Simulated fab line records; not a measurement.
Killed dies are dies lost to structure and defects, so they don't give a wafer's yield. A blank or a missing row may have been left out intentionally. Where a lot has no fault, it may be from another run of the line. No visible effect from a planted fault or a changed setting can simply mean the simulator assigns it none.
The tool behind it: which one? ; flow n5Finfet ; 11 lots, 33 wafers sampled, at 1 step of a route of 1938

== WHAT THE GAUGES READ, wafer by wafer ==
N5_BEOL_M11_INSPECT_30: inspects for defects (brightfield).
lot;measured;on;rawDefectCount
L543;day 10 12:19;defectInspect-02;322 329 262
L546;day 11 06:44;defectInspect-01;465 510 592
L547;day 11 13:14;defectInspect-01;262 323 494
L553;day 12 08:17;defectInspect-02;380 384 473
L549;day 12 08:28;defectInspect-01;376 432 450
L559;day 14 09:11;defectInspect-01;435 301 405
L564;day 15 03:30;defectInspect-01;447 496 576
L562;day 15 07:47;defectInspect-01;487 533 456
L563;day 15 15:01;defectInspect-02;292 294 303
L565;day 16 01:03;defectInspect-02;601 517 493
L560;day 16 19:40;defectInspect-02;354 521 483

== WHAT TOOL EACH LOT RAN ON (gives the tool, then ch and the chambers of the sampled wafers, and finally the start) ==
The record holds no process step before these readings.

== WHAT THE TOOLS THEMSELVES READ (means of the sampled wafers that have a number; where no wafer has one, the mark that the record gives instead) ==
The record holds no such reading with a usual standard deviation.

== THE ANSWER, worked out from the rows above alone ==
Rule: the usual values come from the lots themselves. The widest of any qualifying gaps counts: lots, ordered by their means at a reading, are off when they make up no more than a third of the lots, leave a main group of 4 or more, and stand apart from it by 3 or more times the standard deviation of that group's means. A main group whose means are all the same, to the digits that the tables above print for the reading, isn't used. Also off: a lot with no number at a reading for which 4 or more lots have one. All remaining lots with rows at the step are treated as sound. First the gauges in route order, then the tools' own readings, where a lot's mean is used as printed above. The first step at which some lot is off is used, and at that step the reading that is off furthest; a lot without a number counts as furthest.
No lot is off at any reading shown: from this, nothing can be told.

== WHAT WAS PUT IN BY THE SIMULATOR ==
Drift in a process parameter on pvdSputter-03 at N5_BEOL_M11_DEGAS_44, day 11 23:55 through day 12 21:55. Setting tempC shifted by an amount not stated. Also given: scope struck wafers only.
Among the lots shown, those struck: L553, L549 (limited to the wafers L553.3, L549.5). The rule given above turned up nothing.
